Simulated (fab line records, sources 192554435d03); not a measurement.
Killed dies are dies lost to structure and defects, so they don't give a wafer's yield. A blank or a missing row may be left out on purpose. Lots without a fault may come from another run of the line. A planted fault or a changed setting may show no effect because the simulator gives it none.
fab line records | flow n5_finfet | part 1 of 2: steps 1 to 25 of 34
record lots=5 wafers=15 last_day=17
route steps=1938 shown BEOL_M2@904 BEOL_M3@931
lots that met no fault: from a run of the same line without faults
start_h: hours from the record's first day to the start of the lot's first wafer shown | wait_h: hours since the lot's step before | " the same as in the row above | L1.1+2: a row that stands for several wafers | - no value, or no start given | * or withheld: withheld | < > ~ a bound
route shown NAME@n: a module of which the file shows steps, and the number in the route of the first | usual: mean/standard deviation of fault-free wafers | same: alike in all rows | chamber/n: place in a boat | sites: the reading at each site | _std_site: their standard deviation | _edge_site: outer sites' mean less inner sites' | radius_mm: how far each site lies from the wafer's centre | mask NAME#n: copy n | behind: the tool/chamber that last shaped the wafer | hold: why the lot was held/for how many hours/how that ended | device: the transistor (n, p or np) that didn't switch | end of line: the same wafers' tests at the end of the route | a step without rows: its recipe alone | killed: dies lost to structure and defects at the first sort, not the wafer's yield | map: a wafer's dies, x killed, . not, _ none there
set.NAME: the setting as run; set.NAME@STEP: as run at that earlier step | model.NAME: the simulator's own value behind a step, which no gauge read
lots at some steps of the route; a table a step, a row a wafer
services: from which hour (start_h, from the record's first day; less than 0 if before it) a tool's chamber was out of use, for how many hours, and why
## steps
# step N5_BEOL_M2_SPUTTER_48
# recipe material=Cu target_thk_a=45 temp_c=-20 chamber_pressure_pa=0.07 power_w=withheld time_s=8.29
# usual throttle_valve_pct=29.9/1.4
# same time_s=8.29
# columns lot.wafer tool chamber start_h wait_h throttle_valve_pct
L078.2 pvd_sputter-03 - 163.12 1.8 28.2
L078.3 " - " " 29.4
L078.5 " - " " 26.7
L079.2 pvd_sputter-03 - 167.29 0.4 28.4
L079.3 " - " " 29.5
L079.5 " - " " 30.5
L089.3 pvd_sputter-01 - 230.74 0.4 29.6
L089.4 " - " " 30.1
L089.6 " - " " 30.9
L094.2 pvd_sputter-03 - 262.36 1.9 30.3
L094.3 " - " " 28.3
L094.4 " - " " 29.4
L097.1 pvd_sputter-02 - 277.93 0.1 29.7
L097.2 " - " " 32.3
L097.4 " - " " 31.0
# step N5_BEOL_M2_ANNEAL_49
# recipe temp_c=400 time_s=240 ambient=vacuum
# usual heater_power_w=843/83
# same time_s=240
# columns lot.wafer tool chamber start_h wait_h heater_power_w
L078.2 pvd_sputter-03 - 163.20 0.0 865
L078.3 " - " " 868
L078.5 " - " " 766
L079.2 pvd_sputter-03 - 167.37 0.0 849
L079.3 " - " " 863
L079.5 " - " " 773
L089.3 pvd_sputter-01 - 230.82 0.0 880
L089.4 " - " " 889
L089.6 " - " " 786
L094.2 pvd_sputter-03 - 262.44 0.0 782
L094.3 " - " " 879
L094.4 " - " " 877
L097.1 pvd_sputter-02 - 278.01 0.0 1044
L097.2 " - " " 894
L097.4 " - " " 881
# step N5_BEOL_M2_SPUTTER_79
# recipe material=Cu target_thk_a=45 temp_c=-20 chamber_pressure_pa=0.07 power_w=withheld time_s=8.29
# usual throttle_valve_pct=29.9/1.4
# same time_s=8.29
# columns lot.wafer tool chamber start_h wait_h throttle_valve_pct
L078.2 pvd_sputter-03 - 163.34 0.1 28.3
L078.3 " - " " 29.4
L078.5 " - " " 27.1
L079.2 pvd_sputter-03 - 167.51 0.1 28.0
L079.3 " - " " 29.3
L079.5 " - " " 30.1
L089.3 pvd_sputter-01 - 230.96 0.1 29.6
L089.4 " - " " 30.3
L089.6 " - " " 31.0
L094.2 pvd_sputter-03 - 262.58 0.1 30.3
L094.3 " - " " 28.1
L094.4 " - " " 29.4
L097.1 pvd_sputter-02 - 278.15 0.1 29.6
L097.2 " - " " 32.3
L097.4 " - " " 31.0
# step N5_BEOL_M2_ANNEAL_80
# recipe temp_c=400 time_s=240 ambient=vacuum
# usual heater_power_w=844/84
# same time_s=240
# columns lot.wafer tool chamber start_h wait_h heater_power_w
L078.2 pvd_sputter-03 - 163.42 0.0 856
L078.3 " - " " 877
L078.5 " - " " 765
L079.2 pvd_sputter-03 - 167.59 0.0 903
L079.3 " - " " 865
L079.5 " - " " 798
L089.3 pvd_sputter-01 - 231.04 0.0 857
L089.4 " - " " 857
L089.6 " - " " 782
L094.2 pvd_sputter-03 - 262.66 0.0 770
L094.3 " - " " 870
L094.4 " - " " 878
L097.1 pvd_sputter-02 - 278.23 0.0 991
L097.2 " - " " 925
L097.4 " - " " 872
# step N5_BEOL_M2_SPUTTER_81
# recipe material=Cu target_thk_a=45 temp_c=-20 chamber_pressure_pa=0.07 power_w=withheld time_s=8.29
# usual throttle_valve_pct=29.9/1.4
# same time_s=8.29
# columns lot.wafer tool chamber start_h wait_h throttle_valve_pct
L078.2 pvd_sputter-03 - 163.56 0.1 28.1
L078.3 " - " " 29.4
L078.5 " - " " 27.0
L079.2 pvd_sputter-03 - 167.73 0.1 28.2
L079.3 " - " " 29.5
L079.5 " - " " 30.5
L089.3 pvd_sputter-01 - 231.18 0.1 29.5
L089.4 " - " " 30.2
L089.6 " - " " 31.0
L094.2 pvd_sputter-03 - 262.80 0.1 30.3
L094.3 " - " " 28.0
L094.4 " - " " 29.4
L097.1 pvd_sputter-02 - 278.37 0.1 29.9
L097.2 " - " " 32.3
L097.4 " - " " 31.2
# step N5_BEOL_M2_ANNEAL_82
# recipe temp_c=400 time_s=240 ambient=vacuum
# usual heater_power_w=844/83
# same time_s=240
# columns lot.wafer tool chamber start_h wait_h heater_power_w
L078.2 pvd_sputter-03 - 163.64 0.0 866
L078.3 " - " " 874
L078.5 " - " " 772
L079.2 pvd_sputter-03 - 167.81 0.0 876
L079.3 " - " " 857
L079.5 " - " " 763
L089.3 pvd_sputter-01 - 231.26 0.0 865
L089.4 " - " " 884
L089.6 " - " " 784
L094.2 pvd_sputter-03 - 262.88 0.0 767
L094.3 " - " " 839
L094.4 " - " " 873
L097.1 pvd_sputter-02 - 278.45 0.0 1035
L097.2 " - " " 879
L097.4 " - " " 879
# step N5_BEOL_M2_SPUTTER_86
# recipe material=Cu target_thk_a=45 temp_c=-20 chamber_pressure_pa=0.07 power_w=withheld time_s=8.29
# usual throttle_valve_pct=29.9/1.4
# same time_s=8.29
# columns lot.wafer tool chamber start_h wait_h throttle_valve_pct
L078.2 pvd_sputter-03 - 163.78 0.1 28.1
L078.3 " - " " 29.5
L078.5 " - " " 26.9
L079.2 pvd_sputter-03 - 167.95 0.1 28.0
L079.3 " - " " 29.6
L079.5 " - " " 30.2
L089.3 pvd_sputter-01 - 231.40 0.1 29.5
L089.4 " - " " 30.3
L089.6 " - " " 31.0
L094.2 pvd_sputter-03 - 263.02 0.1 30.7
L094.3 " - " " 28.4
L094.4 " - " " 29.3
L097.1 pvd_sputter-02 - 278.59 0.1 29.7
L097.2 " - " " 32.0
L097.4 " - " " 31.0
# step N5_BEOL_M2_ANNEAL_87
# recipe temp_c=400 time_s=240 ambient=vacuum
# usual heater_power_w=844/85
# same time_s=240
# columns lot.wafer tool chamber start_h wait_h heater_power_w
L078.2 pvd_sputter-03 - 163.86 0.0 862
L078.3 " - " " 860
L078.5 " - " " 770
L079.2 pvd_sputter-03 - 168.03 0.0 875
L079.3 " - " " 879
L079.5 " - " " 765
L089.3 pvd_sputter-01 - 231.48 0.0 850
L089.4 " - " " 843
L089.6 " - " " 776
L094.2 pvd_sputter-03 - 263.10 0.0 759
L094.3 " - " " 863
L094.4 " - " " 888
L097.1 pvd_sputter-02 - 278.67 0.0 1030
L097.2 " - " " 880
L097.4 " - " " 856
# step N5_BEOL_M2_SPUTTER_88
# recipe material=Cu target_thk_a=45 temp_c=-20 chamber_pressure_pa=0.07 power_w=withheld time_s=8.29
# usual throttle_valve_pct=29.9/1.4
# same time_s=8.29
# columns lot.wafer tool chamber start_h wait_h throttle_valve_pct
L078.2 pvd_sputter-03 - 164.00 0.1 28.1
L078.3 " - " " 29.3
L078.5 " - " " 27.1
L079.2 pvd_sputter-03 - 168.17 0.1 28.5
L079.3 " - " " 29.5
L079.5 " - " " 30.3
L089.3 pvd_sputter-01 - 231.62 0.1 29.8
L089.4 " - " " 30.3
L089.6 " - " " 30.8
L094.2 pvd_sputter-03 - 263.24 0.1 30.3
L094.3 " - " " 28.0
L094.4 " - " " 29.4
L097.1 pvd_sputter-02 - 278.81 0.1 30.1
L097.2 " - " " 32.2
L097.4 " - " " 31.2
# step N5_BEOL_M2_ANNEAL_89
# recipe temp_c=400 time_s=240 ambient=vacuum
# usual heater_power_w=842/84
# same time_s=240
# columns lot.wafer tool chamber start_h wait_h heater_power_w
L078.2 pvd_sputter-03 - 164.08 0.0 851
L078.3 " - " " 877
L078.5 " - " " 782
L079.2 pvd_sputter-03 - 168.25 0.0 859
L079.3 " - " " 882
L079.5 " - " " 767
L089.3 pvd_sputter-01 - 231.70 0.0 860
L089.4 " - " " 892
L089.6 " - " " 772
L094.2 pvd_sputter-03 - 263.32 0.0 770
L094.3 " - " " 861
L094.4 " - " " 881
L097.1 pvd_sputter-02 - 278.89 0.0 1008
L097.2 " - " " 894
L097.4 " - " " 870
# step N5_BEOL_M2_SPUTTER_90
# recipe material=Cu target_thk_a=45 temp_c=-20 chamber_pressure_pa=0.07 power_w=withheld time_s=8.29
# usual throttle_valve_pct=29.9/1.4
# same time_s=8.29
# columns lot.wafer tool chamber start_h wait_h throttle_valve_pct
L078.2 pvd_sputter-03 - 164.22 0.1 28.2
L078.3 " - " " 29.3
L078.5 " - " " 26.8
L079.2 pvd_sputter-03 - 168.39 0.1 28.3
L079.3 " - " " 29.4
L079.5 " - " " 30.4
L089.3 pvd_sputter-01 - 231.84 0.1 29.3
L089.4 " - " " 30.2
L089.6 " - " " 31.2
L094.2 pvd_sputter-03 - 263.46 0.1 30.4
L094.3 " - " " 28.2
L094.4 " - " " 29.5
L097.1 pvd_sputter-02 - 279.03 0.1 30.0
L097.2 " - " " 32.2
L097.4 " - " " 30.9
# step N5_BEOL_M2_ANNEAL_91
# recipe temp_c=400 time_s=240 ambient=vacuum
# usual heater_power_w=842/81
# same time_s=240
# columns lot.wafer tool chamber start_h wait_h heater_power_w
L078.2 pvd_sputter-03 - 164.30 0.0 894
L078.3 " - " " 868
L078.5 " - " " 773
L079.2 pvd_sputter-03 - 168.47 0.0 883
L079.3 " - " " 880
L079.5 " - " " 772
L089.3 pvd_sputter-01 - 231.92 0.0 866
L089.4 " - " " 879
L089.6 " - " " 799
L094.2 pvd_sputter-03 - 263.54 0.0 772
L094.3 " - " " 856
L094.4 " - " " 855
L097.1 pvd_sputter-02 - 279.11 0.0 1001
L097.2 " - " " 915
L097.4 " - " " 864
# step N5_BEOL_M2_SPUTTER_92
# recipe material=Cu target_thk_a=45 temp_c=-20 chamber_pressure_pa=0.07 power_w=withheld time_s=8.29
# usual throttle_valve_pct=29.9/1.4
# same time_s=8.29
# columns lot.wafer tool chamber start_h wait_h throttle_valve_pct
L078.2 pvd_sputter-03 - 164.44 0.1 28.5
L078.3 " - " " 29.5
L078.5 " - " " 26.9
L079.2 pvd_sputter-03 - 168.61 0.1 28.3
L079.3 " - " " 29.5
L079.5 " - " " 30.3
L089.3 pvd_sputter-01 - 232.06 0.1 29.2
L089.4 " - " " 30.0
L089.6 " - " " 30.9
L094.2 pvd_sputter-03 - 263.68 0.1 30.2
L094.3 " - " " 28.2
L094.4 " - " " 29.4
L097.1 pvd_sputter-02 - 279.25 0.1 30.0
L097.2 " - " " 32.2
L097.4 " - " " 31.1
# step N5_BEOL_M2_ANNEAL_93
# recipe temp_c=400 time_s=240 ambient=vacuum
# usual heater_power_w=843/84
# same time_s=240
# columns lot.wafer tool chamber start_h wait_h heater_power_w
L078.2 pvd_sputter-03 - 164.52 0.0 878
L078.3 " - " " 874
L078.5 " - " " 782
L079.2 pvd_sputter-03 - 168.69 0.0 865
L079.3 " - " " 891
L079.5 " - " " 770
L089.3 pvd_sputter-01 - 232.14 0.0 851
L089.4 " - " " 878
L089.6 " - " " 785
L094.2 pvd_sputter-03 - 263.76 0.0 780
L094.3 " - " " 862
L094.4 " - " " 875
L097.1 pvd_sputter-02 - 279.33 0.0 1050
L097.2 " - " " 908
L097.4 " - " " 877
# step N5_BEOL_M2_SPUTTER_94
# recipe material=Cu target_thk_a=45 temp_c=-20 chamber_pressure_pa=0.07 power_w=withheld time_s=8.29
# usual throttle_valve_pct=29.9/1.4
# same time_s=8.29
# columns lot.wafer tool chamber start_h wait_h throttle_valve_pct
L078.2 pvd_sputter-03 - 164.66 0.1 28.2
L078.3 " - " " 29.4
L078.5 " - " " 27.0
L079.2 pvd_sputter-03 - 168.83 0.1 28.2
L079.3 " - " " 29.4
L079.5 " - " " 30.4
L089.3 pvd_sputter-01 - 232.28 0.1 29.6
L089.4 " - " " 30.1
L089.6 " - " " 30.8
L094.2 pvd_sputter-03 - 263.90 0.1 30.4
L094.3 " - " " 28.2
L094.4 " - " " 29.4
L097.1 pvd_sputter-02 - 279.47 0.1 29.9
L097.2 " - " " 32.3
L097.4 " - " " 31.3
# step N5_BEOL_M2_ANNEAL_95
# recipe temp_c=400 time_s=240 ambient=vacuum
# usual heater_power_w=843/84
# same time_s=240
# columns lot.wafer tool chamber start_h wait_h heater_power_w
L078.2 pvd_sputter-03 - 164.74 0.0 880
L078.3 " - " " 876
L078.5 " - " " 779
L079.2 pvd_sputter-03 - 168.91 0.0 861
L079.3 " - " " 886
L079.5 " - " " 776
L089.3 pvd_sputter-01 - 232.36 0.0 871
L089.4 " - " " 881
L089.6 " - " " 786
L094.2 pvd_sputter-03 - 263.98 0.0 779
L094.3 " - " " 865
L094.4 " - " " 867
L097.1 pvd_sputter-02 - 279.55 0.0 1013
L097.2 " - " " 900
L097.4 " - " " 910
# step N5_BEOL_M2_SPUTTER_96
# recipe material=Cu target_thk_a=45 temp_c=-20 chamber_pressure_pa=0.07 power_w=withheld time_s=8.29
# usual throttle_valve_pct=29.9/1.4
# same time_s=8.29
# columns lot.wafer tool chamber start_h wait_h throttle_valve_pct
L078.2 pvd_sputter-03 - 164.88 0.1 27.9
L078.3 " - " " 29.0
L078.5 " - " " 27.2
L079.2 pvd_sputter-03 - 169.05 0.1 28.1
L079.3 " - " " 29.5
L079.5 " - " " 30.6
L089.3 pvd_sputter-01 - 232.50 0.1 29.5
L089.4 " - " " 30.1
L089.6 " - " " 31.0
L094.2 pvd_sputter-03 - 264.12 0.1 30.3
L094.3 " - " " 28.0
L094.4 " - " " 29.3
L097.1 pvd_sputter-02 - 279.69 0.1 29.6
L097.2 " - " " 32.4
L097.4 " - " " 31.2
# step N5_BEOL_M2_ECD_50
# recipe material=Cu target_thk_a=3000
# columns lot.wafer tool chamber start_h wait_h
L078.2+3+5 ecd_cu-02 0,0,1 164.99 0.1
L079.2+3+5 ecd_cu-01 1,0,1 169.16 0.1
L089.3+4+6 ecd_cu-01 0,1,0 232.63 0.1
L094.2+3+4 ecd_cu-01 0,1,0 264.24 0.1
L097.1+2+4 ecd_cu-02 0,1,0 279.80 0.1
# step N5_BEOL_M2_ANNEAL_51
# recipe temp_c=225 time_s=90 ambient=N2
# usual anneal_temp_c=224.96/0.18 wafer_temp_C_max=226.4/0.31
# same time_s=90
# columns lot.wafer tool chamber start_h wait_h anneal_temp_c wafer_temp_C_max
L078.2 rtp_anneal-02 0 165.12 0.1 224.93 226.4
L078.3 " 0 " " 224.96 226.4
L078.5 " 0 " " 225.08 226.5
L079.2 rtp_anneal-02 0 169.36 0.2 225.06 226.5
L079.3 " 0 " " 225.18 226.2
L079.5 " 0 " " 225.10 226.2
L089.3 rtp_anneal-01 0 232.78 0.1 225.09 226.3
L089.4 " 0 " " 225.06 226.1
L089.6 " 0 " " 224.92 226.5
L094.2 rtp_anneal-02 0 264.36 0.1 225.27 226.3
L094.3 " 0 " " 225.13 226.1
L094.4 " 0 " " 225.00 226.1
L097.1 rtp_anneal-02 0 279.88 0.1 225.01 226.6
L097.2 " 0 " " 225.02 226.6
L097.4 " 0 " " 224.83 226.5
# step N5_BEOL_M2_CMP_52
# recipe stop_on=SiOC t_overpolish_s=6.8 down_force_psi=1 platen_rpm=50 clearing_platen_down_force_psi=1.5 clearing_platen_rpm=50 post_cmp_clean=cu_alkaline target_thk_nm=40 clearing_platen_pad_velocity_m_s=0.99484 pad_velocity_m_s=0.99484
# usual barrier_field_endpoint_s=24.8/0.64 motor_current_A=5.9/0.54 overpolish_run_s=6.801/0.0085 time_to_endpoint_s=63.7/2.9
# same t_overpolish_s=6.8
# columns lot.wafer tool chamber start_h wait_h barrier_field_endpoint_s motor_current_A overpolish_run_s time_to_endpoint_s
L078.3 cmp-02 1 165.44 0.2 24.8 6.4 6.814 67.8
L078.2 " 2 " " 24.5 7.1 6.794 61.5
L078.5 " 3 " " 24.9 6.2 6.794 63.7
L079.2 cmp-03 2 169.65 0.2 25.7 6.1 6.787 67.8
L079.3 " 3 " " 24.9 6.3 6.789 62.1
L079.5 " 2 " " 26.3 5.5 6.808 66.5
L089.3 cmp-03 0 233.03 0.2 23.6 5.9 6.801 60.6
L089.4 " 2 " " 24.9 6.0 6.803 64.7
L089.6 " 3 " " 23.6 6.9 6.789 60.4
L094.3 cmp-03 1 264.61 0.2 24.6 5.2 6.804 60.8
L094.2 " 2 " " 24.9 5.9 6.809 66.0
L094.4 " 3 " " 25.1 6.6 6.815 60.9
L097.1 cmp-04 1 280.19 0.3 24.1 6.3 6.812 64.2
L097.2 " 3 " " 25.3 5.4 6.799 65.8
L097.4 " 0 " " 24.8 4.8 6.789 65.3
# step N5_BEOL_M2_THK_MEAS_53
# recipe thk_meas_gauge=xrf reads=Cu_of_BEOL_M2_ECD_50
# usual M2_THK=40.0/1.5
# columns lot.wafer tool chamber start_h wait_h M2_THK[nm]
L078.2 film_metro-01 - 165.66 - 40.7
L078.3 " - " " 42.4
L078.5 " - " " 39.7
L079.2 film_metro-01 - 169.90 - 41.4
L079.3 " - " " 41.0
L079.5 " - " " 42.6
L089.3 film_metro-02 - 233.28 - 42.7
L089.4 " - " " 43.9
L089.6 " - " " 41.4
L094.2 film_metro-01 - 264.91 - 40.7
L094.3 " - " " 40.2
L094.4 " - " " 37.2
L097.1 film_metro-01 - 280.49 - 42.5
L097.2 " - " " 42.2
L097.4 " - " " 39.7
# step N5_BEOL_M2_PRE_CLEAN_60
# recipe gas=NH3/H2 time_s=15 temp_c=* rf_power_w=300
# usual heater_power_w=77/15
# same time_s=15
# columns lot.wafer tool chamber start_h wait_h heater_power_w
L078.2 cvd_co-01 1 165.70 0.0 89
L078.3 " 0 " " 65
L078.5 " 0 " " 67
L079.2 cvd_co-01 2 169.94 0.0 51
L079.3 " 1 " " 90
L079.5 " 1 " " 91
L089.3 cvd_co-02 1 233.32 0.0 77
L089.4 " 1 " " 77
L089.6 " 2 " " 78
L094.2 cvd_co-02 0 264.94 0.0 98
L094.3 " 2 " " 81
L094.4 " 2 " " 79
L097.1 cvd_co-01 2 280.52 0.0 51
L097.2 " 0 " " 65
L097.4 " 1 " " 87
# step N5_BEOL_M2_CO_CAP_55
# recipe material=Co target_thk_a=20 temp_c=200 precursor=CCTBA/H2 pressure_torr=30 time_s=102.1
# usual heater_power_w=226/19
# same time_s=102.1
# columns lot.wafer tool chamber start_h wait_h heater_power_w
L078.2 cvd_co-01 1 165.74 0.0 249
L078.3 " 0 " " 208
L078.5 " 0 " " 213
L079.2 cvd_co-01 2 169.98 0.0 190
L079.3 " 1 " " 246
L079.5 " 1 " " 250
L089.3 cvd_co-02 1 233.36 0.0 225
L089.4 " 1 " " 225
L089.6 " 2 " " 228
L094.2 cvd_co-02 0 264.98 0.0 251
L094.3 " 2 " " 232
L094.4 " 2 " " 230
L097.1 cvd_co-01 2 280.56 0.0 195
L097.2 " 0 " " 205
L097.4 " 1 " " 248
# step N5_BEOL_M2_PRE_CLEAN_56
# recipe gas=NH3 time_s=15 temp_c=withheld rf_power_w=300
# same time_s=15
# columns lot.wafer tool chamber start_h wait_h
L078.2+3+5 pecvd-02 2,1,0 165.83 0.1
L079.2+3+5 pecvd-01 0,1,1 170.07 0.1
L089.3+4+6 pecvd-02 2,2,1 233.45 0.1
L094.2+3+4 pecvd-04 0,1,0 265.08 0.1
L097.1+2+4 pecvd-04 0,1,0 280.67 0.1
# step N5_BEOL_M2_DEP_57
# recipe material=SiCN target_thk_a=80 temp_c=withheld precursor=3MS/NH3 pressure_torr=3 rf_w=202 time_s=14
# usual showerhead_plenum_p_Torr=3.659/0.013 throttle_valve_pct=9.2/0.52
# same time_s=14
# columns lot.wafer tool chamber start_h wait_h showerhead_plenum_p_Torr throttle_valve_pct
L078.2 pecvd-02 2 165.86 0.0 3.662 8.6
L078.3 " 1 " " 3.677 9.2
L078.5 " 0 " " 3.648 9.4
L079.2 pecvd-01 0 170.10 0.0 3.639 8.6
L079.3 " 1 " " 3.665 9.8
L079.5 " 1 " " 3.663 10.1
L089.3 pecvd-02 2 233.48 0.0 3.661 8.7
L089.4 " 2 " " 3.658 8.9
L089.6 " 1 " " 3.687 9.1
L094.2 pecvd-04 0 265.10 0.0 3.670 8.5
L094.3 " 1 " " 3.646 9.1
L094.4 " 0 " " 3.660 8.7
L097.1 pecvd-04 0 280.71 0.0 3.666 8.5
L097.2 " 1 " " 3.637 8.8
L097.4 " 0 " " 3.669 8.4
